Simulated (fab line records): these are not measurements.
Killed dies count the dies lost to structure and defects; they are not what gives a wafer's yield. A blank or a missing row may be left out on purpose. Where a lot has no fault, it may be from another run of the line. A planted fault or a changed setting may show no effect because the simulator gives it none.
Which tool did it? | flow n5-finfet | 26 wafers from 9 lots sampled at 6 of the route's 1938 steps

WHAT EACH GAUGE READ, for each wafer
N5_MOL_CONTACT_COAG_CD_MEAS_08 targets a cd of 28 nm. Usual: cd-nm 28.03 nm, standard deviation 0.25.
lot  | measured    | on        | cd-nm (nm)        | flag
L570 | day 5 02:17 | cd-sem-01 | 27.80 27.75 28.18 |
L572 | day 5 16:33 | cd-sem-03 | 27.90 28.31 28.50 |
L574 | day 6 04:36 | cd-sem-02 | 28.08 28.02 28.16 |
L575 | day 6 11:09 | cd-sem-03 | 28.74 28.43 28.38 |
L578 | day 7 10:53 | cd-sem-02 | 28.19 27.79       |
L579 | day 7 13:17 | cd-sem-02 | 27.57 27.65 28.08 |
L585 | day 9 01:28 | cd-sem-03 | 28.13 28.07 28.03 |
L586 | day 9 11:38 | cd-sem-03 | 28.11 27.95 28.24 |
L587 | day 9 12:46 | cd-sem-03 | 28.31 28.03 28.32 |

N5_MOL_CONTACT_COAG_INSPECT_10: inspects for defects (brightfield). Usual: raw-defect-count 68, standard deviation 23.
lot  | measured    | on                | raw-defect-count | flag
L570 | day 5 02:22 | defect-inspect-01 | 83 55 52         |
L572 | day 5 16:38 | defect-inspect-02 | 71 94 100        |
L574 | day 6 04:41 | defect-inspect-02 | 69 93 66         |
L575 | day 6 11:14 | defect-inspect-02 | 90 62 125        |
L578 | day 7 10:59 | defect-inspect-02 | 48 76            |
L579 | day 7 13:22 | defect-inspect-02 | 44 29 71         |
L585 | day 9 01:33 | defect-inspect-01 | 109 57 69        |
L586 | day 9 11:44 | defect-inspect-01 | 58 50 101        |
L587 | day 9 12:50 | defect-inspect-01 | 66 47 67         |

N5_MOL_CONTACT_COAG_CD_MEAS_99 targets a cd of 17.2 nm. Usual: cd-nm 17.1 nm, standard deviation 0.35.
lot  | measured    | on        | cd-nm (nm)     | flag
L570 | day 5 02:48 | cd-sem-01 | 16.6 17.8 16.6 |
L572 | day 5 17:29 | cd-sem-01 | 16.9 17.7 17.2 |
L574 | day 6 05:07 | cd-sem-02 | 16.4 16.9 16.6 |
L575 | day 6 12:16 | cd-sem-03 | 17.5 17.2 18.0 |
L578 | day 7 11:25 | cd-sem-02 | 17.3 18.2      |
L579 | day 7 13:48 | cd-sem-02 | 16.8 16.8 17.0 |
L585 | day 9 01:59 | cd-sem-03 | 17.0 18.1 16.8 |
L586 | day 9 12:31 | cd-sem-03 | 17.3 17.2 17.1 |
L587 | day 9 13:17 | cd-sem-03 | 17.3 17.8 17.7 |

N5_BEOL_M4_RC_MEAS_101. Usual: DIBL_N 35.9 mV/V, standard deviation 1.8; DIBL_P 36.2 mV/V, standard deviation 2; IOFF_N 0.16 nA/um, standard deviation 0.031; IOFF_P 0.22 nA/um, standard deviation 0.041; ION_N 676 uA/um, standard deviation 11; ION_P 465 uA/um, standard deviation 8.5; RC_DENSE_N 19.1 ohm.um, standard deviation 0.41; RC_DENSE_P 23.8 ohm.um, standard deviation 0.54; RC_N 15.5 ohm.um, standard deviation 0.33; RC_P 19.4 ohm.um, standard deviation 0.43; SS_N 71.4 mV/dec, standard deviation 0.64; SS_P 73.2 mV/dec, standard deviation 0.7; VT_N 250 mV, standard deviation 3.5; VT_P -250 mV, standard deviation 3.9.
lot  | measured     | on        | DIBL_N (mV/V)  | DIBL_P (mV/V)  | IOFF_N (nA/um) | IOFF_P (nA/um) | ION_N (uA/um) | ION_P (uA/um) | RC_DENSE_N (ohm.um) | RC_DENSE_P (ohm.um) | RC_N (ohm.um)  | RC_P (ohm.um)  | SS_N (mV/dec)  | SS_P (mV/dec)  | VT_N (mV)   | VT_P (mV)      | flag
L570 | day 8 14:21  | prober-02 | 36.6 33.5 35.1 | 35.9 32.5 35.4 | 0.17 0.11 0.15 | 0.19 0.15 0.18 | 673 657 676   | 449 450 457   | 18.9 19.1 19.4      | 24.0 23.8 24.2      | 15.4 15.4 15.8 | 19.3 19.3 19.9 | 71.5 70.8 71.1 | 73.4 71.8 72.0 | 250 252 250 | -251 -254 -251 |
L572 | day 9 03:10  | prober-01 | 36.8 36.2 34.8 | 36.1 35.4 34.8 | 0.18 0.15 0.15 | 0.25 0.24 0.23 | 681 673 678   | 471 474 472   | 18.9 18.3 18.4      | 23.3 22.9 23.0      | 15.2 15.0 15.3 | 19.1 18.8 18.8 | 72.3 71.4 71.2 | 73.8 74.1 73.0 | 249 250 249 | -244 -245 -247 |
L574 | day 9 11:10  | prober-02 | 36.7 38.2 37.1 | 36.8 39.8 37.2 | 0.15 0.19 0.15 | 0.18 0.24 0.20 | 670 684 666   | 456 464 458   | 19.9 19.4 19.7      | 25.1 24.0 24.7      | 16.4 15.6 16.2 | 20.3 19.5 20.0 | 70.9 71.9 70.8 | 73.6 73.7 73.7 | 252 248 251 | -256 -250 -253 |
L575 | day 9 22:11  | prober-01 | 34.1 36.5 36.3 | 32.5 35.7 35.0 | 0.12 0.17 0.16 | 0.19 0.24 0.22 | 672 682 675   | 468 464 459   | 18.4 19.1 18.3      | 23.2 24.0 23.0      | 15.1 15.4 15.0 | 18.7 19.4 19.0 | 71.3 71.4 71.6 | 72.5 73.8 72.7 | 253 247 249 | -250 -247 -247 |
L578 | day 10 22:18 | prober-01 | 36.8 37.4      | 36.0 37.1      | 0.13 0.16      | 0.19 0.21      | 653 680       | 450 466       | 19.1 17.8           | 23.9 22.4           | 15.5 14.6      | 19.5 18.2      | 72.2 71.1      | 72.7 73.3      | 256 248     | -252 -253      |
L579 | day 11 02:14 | prober-01 | 36.9 35.8 37.7 | 35.8 34.5 36.8 | 0.16 0.14 0.17 | 0.21 0.19 0.23 | 675 665 680   | 461 453 463   | 19.4 19.3 19.3      | 24.1 24.2 24.2      | 15.6 15.7 15.8 | 19.6 19.8 19.8 | 72.6 71.9 71.8 | 73.1 73.6 73.5 | 249 251 249 | -250 -252 -247 |
L585 | day 12 05:52 | prober-01 | 37.3 36.9 38.6 | 38.5 37.9 39.0 | 0.21 0.20 0.22 | 0.24 0.23 0.24 | 689 691 691   | 464 468 463   | 19.1 17.6 20.0      | 24.2 22.1 24.8      | 15.8 14.3 16.3 | 19.7 18.2 20.2 | 72.4 71.9 71.9 | 74.3 74.2 74.4 | 245 244 246 | -249 -251 -250 |
L586 | day 12 20:40 | prober-02 | 36.1 42.1 37.3 | 35.7 43.3 37.6 | 0.13 0.29 0.16 | 0.20 0.37 0.25 | 661 712 677   | 461 481 469   | 19.3 18.5 18.5      | 24.2 23.1 23.1      | 15.6 15.1 15.1 | 19.7 19.1 18.9 | 70.1 71.9 70.5 | 73.6 74.9 74.3 | 252 239 250 | -250 -239 -246 |
L587 | day 13 02:40 | prober-01 | 38.3 38.3 37.5 | 40.2 39.0 37.9 | 0.22 0.20 0.18 | 0.28 0.26 0.24 | 679 685 678   | 470 476 464   | 18.7 17.9 18.1      | 23.1 22.3 22.7      | 15.2 14.6 14.7 | 18.9 18.4 18.6 | 72.5 72.2 72.2 | 74.3 73.0 73.7 | 247 246 248 | -245 -246 -247 |

EACH LOT AND THE TOOL THAT RAN IT (in order: tool; ch and the chambers of the sampled wafers; start)
lot  | N5_MOL_CONTACT_COAG_ETCH_106      | N5_MOL_CONTACT_COAG_CO_FILL_22
L570 | rie-diel-05 ch 0,1,3, day 5 02:29 | cvd-co-02 ch 1,2, day 5 05:18
L572 | rie-diel-03 ch 1,3, day 5 17:10   | cvd-co-02 ch 0,1, day 5 20:01
L574 | rie-diel-03 ch 0,2, day 6 04:49   | cvd-co-01 ch 2, day 6 07:16
L575 | rie-diel-05 ch 2,3, day 6 11:56   | cvd-co-01 ch 0, day 6 14:56
L578 | rie-diel-05 ch 0,3, day 7 11:06   | cvd-co-01 ch 1,2, day 7 14:08
L579 | rie-diel-02 ch 1,2,3, day 7 13:29 | cvd-co-01 ch 0,1,2, day 7 17:22
L585 | rie-diel-05 ch 2,3, day 9 01:40   | cvd-co-01 ch 0,1,2, day 9 05:01
L586 | rie-diel-03 ch 1,3, day 9 12:12   | cvd-co-01 ch 0,1,2, day 9 15:38
L587 | rie-diel-02 ch 0,1,3, day 9 12:58 | cvd-co-01 ch 0,1,2, day 9 16:40
- N5_MOL_CONTACT_COAG_ETCH_106: etches SOC in N2/H2, target depth 80 nm, overetch 16 nm, time 120 s.
- N5_MOL_CONTACT_COAG_CO_FILL_22: material Co, precursor CCTBA/H2, target thk 20 nm.

WHAT THE TOOLS THEMSELVES READ (means of the sampled wafers that have a number; where no wafer has one, the mark that the record gives instead)
N5_MOL_CONTACT_COAG_ETCH_106. Usual: bias-w 150.0 W, standard deviation 0.44; drypump-motor-current-A 5.8 A, standard deviation 0.45; oes-product-au 0.66 a.u., standard deviation 0.063; rf-vpp-V 524.2 V, standard deviation 2.3; showerhead-plenum-p-Torr 2.55 Torr, standard deviation 0.08; throttle-valve-pct 17.84 %, standard deviation 0.23.
lot  | tool        | bias-w (W) | drypump-motor-current-A (A) | oes-product-au (a.u.) | rf-vpp-V (V) | showerhead-plenum-p-Torr (Torr) | throttle-valve-pct (%) | flag
L570 | rie-diel-05 | 150.0      | 5.8                         | 0.65                  | 527.1        | 2.63                            | 17.95                  |
L572 | rie-diel-03 | 149.8      | 6.2                         | 0.69                  | 524.6        | 2.55                            | 17.67                  |
L574 | rie-diel-03 | 149.9      | 5.7                         | 0.61                  | 523.3        | 2.50                            | 17.85                  |
L575 | rie-diel-05 | 150.2      | 6.2                         | 0.72                  | 525.1        | 2.60                            | 17.94                  |
L578 | rie-diel-05 | 150.1      | 6.2                         | 0.63                  | 525.7        | 2.62                            | 17.96                  |
L579 | rie-diel-02 | 149.9      | 5.7                         | 0.69                  | 524.1        | 2.54                            | 17.88                  |
L585 | rie-diel-05 | 150.4      | 5.8                         | 0.75                  | 523.8        | 2.53                            | 17.68                  |
L586 | rie-diel-03 | 150.1      | 6.1                         | 0.65                  | 523.7        | 2.54                            | 17.71                  |
L587 | rie-diel-02 | 149.8      | 5.9                         | 0.68                  | 522.2        | 2.48                            | 17.84                  |

N5_MOL_CONTACT_COAG_CO_FILL_22. Usual: heater-power-w 228 W, standard deviation 16.
lot  | tool      | heater-power-w (W) | flag
L570 | cvd-co-02 | 235                |
L572 | cvd-co-02 | 233                |
L574 | cvd-co-01 | 218                |
L575 | cvd-co-01 | 230                |
L578 | cvd-co-01 | 234                |
L579 | cvd-co-01 | 235                |
L585 | cvd-co-01 | 233                |
L586 | cvd-co-01 | 230                |
L587 | cvd-co-01 | 233                |

THE ANSWER, worked out from the rows above alone
Rule: a lot counts as off when the mean over its wafers that have a number is more than 3 standard deviations away from the usual mean. A lot without any number at a reading at which 4 lots or more have one is off too. The other lots that the step has rows for count as sound. Order of review: gauges by route order, followed by the tools' own readings, for which a lot's mean as printed above is used. At the first step where some lot is off, the reading lying furthest off is the one used; lots without a number count as furthest.
Nothing can be told from this: no lot is off at any reading shown.

WHAT WAS PUT IN BY THE SIMULATOR
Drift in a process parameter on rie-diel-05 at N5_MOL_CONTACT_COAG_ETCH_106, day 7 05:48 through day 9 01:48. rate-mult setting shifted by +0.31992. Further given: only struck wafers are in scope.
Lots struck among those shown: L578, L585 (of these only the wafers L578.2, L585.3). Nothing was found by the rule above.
